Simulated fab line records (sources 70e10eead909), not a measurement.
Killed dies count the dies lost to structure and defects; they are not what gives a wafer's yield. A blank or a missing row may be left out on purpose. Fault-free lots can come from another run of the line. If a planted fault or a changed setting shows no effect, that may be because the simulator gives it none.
Matching of chambers -- flow nandHarc -- rieDiel-09 running NHARC_A_STAIRCASE_TRIM_220: 4 sister chambers
The step chemistry O2, time 211.2 s. 8 wafers are shown with their chamber, then 7 later ones without.

== WAFERS WITH THEIR CHAMBER ==
wafer,chamber,showerheadPlenumPTorr (Torr),runLengthS (s)
L329.1,3,3.61,233.0
L329.3,1,3.66,232.7
L330.1,1,3.66,232.5
L333.1,0,3.47,232.3
L333.3,2,3.42,232.6
L333.5,2,3.42,232.4
L335.1,3,3.60,232.8
L335.2,0,3.47,231.8

== WAFERS MISSING THEIR CHAMBER ==
wafer,showerheadPlenumPTorr (Torr),runLengthS (s)
L335.4,3.65,232.4
L344.1,3.59,232.7
L344.4,3.59,232.7
L344.6,3.64,232.2
L343.1,3.40,232.5
L343.2,3.46,232.5
L343.3,3.59,232.5

== WHICH CHAMBER EACH ONE RAN IN ==
wafer,from the rows above,in truth
L335.4,1,1
L344.1,3,3
L344.4,3,3
L344.6,1,1
L343.1,2,2
L343.2,0,0
L343.3,3,3
Correctly placed: 7 of 7. Number that these rows cannot place: 0. Placed wrongly: 0.
How it was worked out, from the rows above alone: a wafer's distance from a chamber is the root of the sum, over the readings, of the square of ((its reading less the chamber's mean) divided by the reading's scatter). The wafer belongs to the nearest chamber; if the next one is less than 2 further off, it can't be placed. The mean given for a chamber averages the wafers shown for that chamber. How the scatter is found: for the shown wafers, subtract from each reading the mean of its chamber, square and add these, divide the total by (wafers less chambers), then take the root.
